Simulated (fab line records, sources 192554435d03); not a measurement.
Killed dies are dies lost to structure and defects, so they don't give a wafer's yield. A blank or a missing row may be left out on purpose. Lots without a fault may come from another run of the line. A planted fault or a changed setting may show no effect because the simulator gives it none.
Split-lot experiment | flow n5_finfet | 7 lots, 21 wafers read, on a route of 1938 steps

THE SPLIT
At N5_ZERO_LAYER_EXPOSE_08 (exposes mask ZERO, defocus 0 nm, target cd 2000 nm), the setting dose_mj was moved away from the recipe's 16.2 on 9 of the 21 wafers read, by -5.8% to +6.7%. The other wafers ran this setting at the recipe's value.

FROM THE SPLIT TO THE READING: what the file shows between them, 2 steps
- N5_ZERO_LAYER_DEVELOP_10: develop time 60 s (also split here: develop_time_s)
- N5_ZERO_LAYER_HARDBAKE_23: time 120 s

THE READING
cd_nm, in nm, at N5_ZERO_LAYER_CD_MEAS_11 (target cd 2000 nm). Fault-free wafers of this fab line usually give 1999.9 nm, standard deviation 1.7 nm.

wafer  | tool, chamber at the split | dose_mj as run | against the recipe | cd_nm, nm | against lot-mates on the recipe
L074.2 | krf_scanner-02, 0          | 16.2           | recipe             | 1999.0    | -
L074.5 | krf_scanner-02, 0          | 16.2           | recipe             | 2000.9    | -
L074.6 | krf_scanner-02, 0          | 15.26          | -5.8%              | 1989.5    | -10.5
L076.2 | krf_scanner-02, 0          | 16.2           | recipe             | 2004.9    | -
L076.3 | krf_scanner-02, 0          | 16.2           | recipe             | 2000.0    | -
L076.5 | krf_scanner-02, 0          | 16.2           | recipe             | 2001.6    | -
L082.1 | krf_scanner-02, 0          | 16.2           | recipe             | 1999.5    | -
L082.3 | krf_scanner-02, 0          | 15.37          | -5.1%              | 1987.7    | -11.8
L082.6 | krf_scanner-02, 0          | 15.37          | -5.1%              | 1989.2    | -10.3
L083.1 | krf_scanner-01, 0          | 16.2           | recipe             | 1999.8    | -
L083.2 | krf_scanner-01, 0          | 16.2           | recipe             | 1999.7    | -
L083.6 | krf_scanner-01, 0          | 16.2           | recipe             | 1998.3    | -
L084.1 | krf_scanner-02, 0          | 17.29          | +6.7%              | 2012.5    | +13.7
L084.5 | krf_scanner-02, 0          | 17.29          | +6.7%              | 2010.4    | +11.6
L084.6 | krf_scanner-02, 0          | 16.2           | recipe             | 1998.8    | -
L085.2 | krf_scanner-02, 0          | 16.2           | recipe             | 1999.4    | -
L085.3 | krf_scanner-02, 0          | 17.26          | +6.5%              | 2010.3    | +10.9
L085.6 | krf_scanner-02, 0          | 17.26          | +6.5%              | 2010.5    | +11.1
L086.1 | krf_scanner-01, 0          | 16.76          | +3.5%              | 2006.7    | +3.0
L086.2 | krf_scanner-01, 0          | 16.76          | +3.5%              | 2006.9    | +3.2
L086.3 | krf_scanner-01, 0          | 16.2           | recipe             | 2003.7    | -

THE FIT
A straight line over all 21 wafers: cd_nm changes by +1.81 nm for each +1% of dose_mj; r = +0.96; the points scatter about the line by 1.9 nm.
The same after taking each lot's own level away (the mean of its wafers on the recipe; 21 wafers): +1.81 nm for each +1%; r = +0.98; scatter 1.5 nm.
On that fit, the largest move of dose_mj shifts the reading by 12 nm.
The lots' own levels span 1998.80 to 2003.70 nm, that is 2.9 times the standard deviation above.
So the lot-to-lot level changes the slope little: the two slopes agree.
Check: with one of the wafers moved furthest among these (+6.7%) left out of the fit, the line predicts +11.2 nm for it against its lot-mates. It came out at +13.7 nm against them.

OTHER SPLITS ON THESE WAFERS
These wafers also went through other splits before the reading. Each is held against what the fit with the lots' levels taken away leaves over:
other split on the same wafers          | wafers away from the commonest value | r with cd_nm (lot level and that fit taken away)
N5_ZERO_LAYER_DEVELOP_10 develop_time_s | 2                                    | +0.44

THE WHOLE CHAIN: every reading that the file lists as answering this split, in the file's order
step                     | what it does             | reading                                                           | change (the file's fit)              | r (the file's)
N5_ZERO_LAYER_CD_MEAS_11 | target cd 2000 nm        | cd_nm                                                             | +1.79 nm for each +1% of the setting | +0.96
N5_ZERO_LAYER_DESCUM_16  | chemistry O2, time 7.9 s | ZERO_LAYER.cd_nm (the simulator's own value, which no gauge read) | +1.75 nm for each +1% of the setting | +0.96

THE FILE'S OWN FIT
cd_nm changes by +1.79 nm for each +1% of dose_mj, r = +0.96.
